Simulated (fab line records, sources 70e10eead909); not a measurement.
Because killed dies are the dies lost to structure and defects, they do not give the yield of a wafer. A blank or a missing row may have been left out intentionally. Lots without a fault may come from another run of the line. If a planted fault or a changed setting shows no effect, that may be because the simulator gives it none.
Matching of chambers / flow nand-harc / NHARC_P_M0_PRE_CLEAN_31 on pecvd-03 has 3 sister chambers
The step time 12 s. 16 wafers are shown with their chamber, then 8 later ones without.

WAFERS, EACH WITH ITS CHAMBER
wafer=L076.1; chamber=0; heater-power-w (W)=675
wafer=L076.4; chamber=0; heater-power-w (W)=659
wafer=L076.6; chamber=2; heater-power-w (W)=742
wafer=L078.3; chamber=0; heater-power-w (W)=682
wafer=L078.5; chamber=0; heater-power-w (W)=679
wafer=L078.6; chamber=1; heater-power-w (W)=515
wafer=L079.1; chamber=1; heater-power-w (W)=542
wafer=L079.2; chamber=0; heater-power-w (W)=665
wafer=L079.5; chamber=0; heater-power-w (W)=645
wafer=L087.1; chamber=1; heater-power-w (W)=487
wafer=L087.4; chamber=0; heater-power-w (W)=603
wafer=L087.6; chamber=1; heater-power-w (W)=481
wafer=L091.2; chamber=0; heater-power-w (W)=634
wafer=L091.3; chamber=1; heater-power-w (W)=497
wafer=L091.5; chamber=1; heater-power-w (W)=500
wafer=L093.2; chamber=0; heater-power-w (W)=680

SIGNATURES (averages over the wafers above)
reading=heater-power-w; chamber 0=658.00; chamber 1=503.67; chamber 2=742.00; scatter within a chamber=24.9
Rule: for a wafer and a chamber, the distance is found by dividing, reading by reading, the gap between the wafer's reading and the chamber's mean by the reading's scatter, squaring, summing and taking the root. The wafer belongs to the nearest chamber; if the next one is less than 2 further off, it can't be placed. The scatter is the square root of a quotient: the sum, over the shown wafers, of each reading's squared deviation from its chamber's mean, divided by wafers minus chambers.

WAFERS WITH NO CHAMBER GIVEN
wafer=L093.4; heater-power-w (W)=672
wafer=L093.5; heater-power-w (W)=832
wafer=L095.1; heater-power-w (W)=501
wafer=L095.3; heater-power-w (W)=734
wafer=L095.5; heater-power-w (W)=732
wafer=L097.1; heater-power-w (W)=527
wafer=L097.5; heater-power-w (W)=758
wafer=L097.6; heater-power-w (W)=526

CHAMBER TAKEN BY EACH
wafer=L093.4; from the rows above=0; in truth=0
wafer=L093.5; from the rows above=2; in truth=2
wafer=L095.1; from the rows above=1; in truth=1
wafer=L095.3; from the rows above=2; in truth=2
wafer=L095.5; from the rows above=2; in truth=2
wafer=L097.1; from the rows above=1; in truth=1
wafer=L097.5; from the rows above=2; in truth=2
wafer=L097.6; from the rows above=1; in truth=1
8 of 8 placed correctly. Can't be placed from these rows: 0. Wrongly placed: 0.
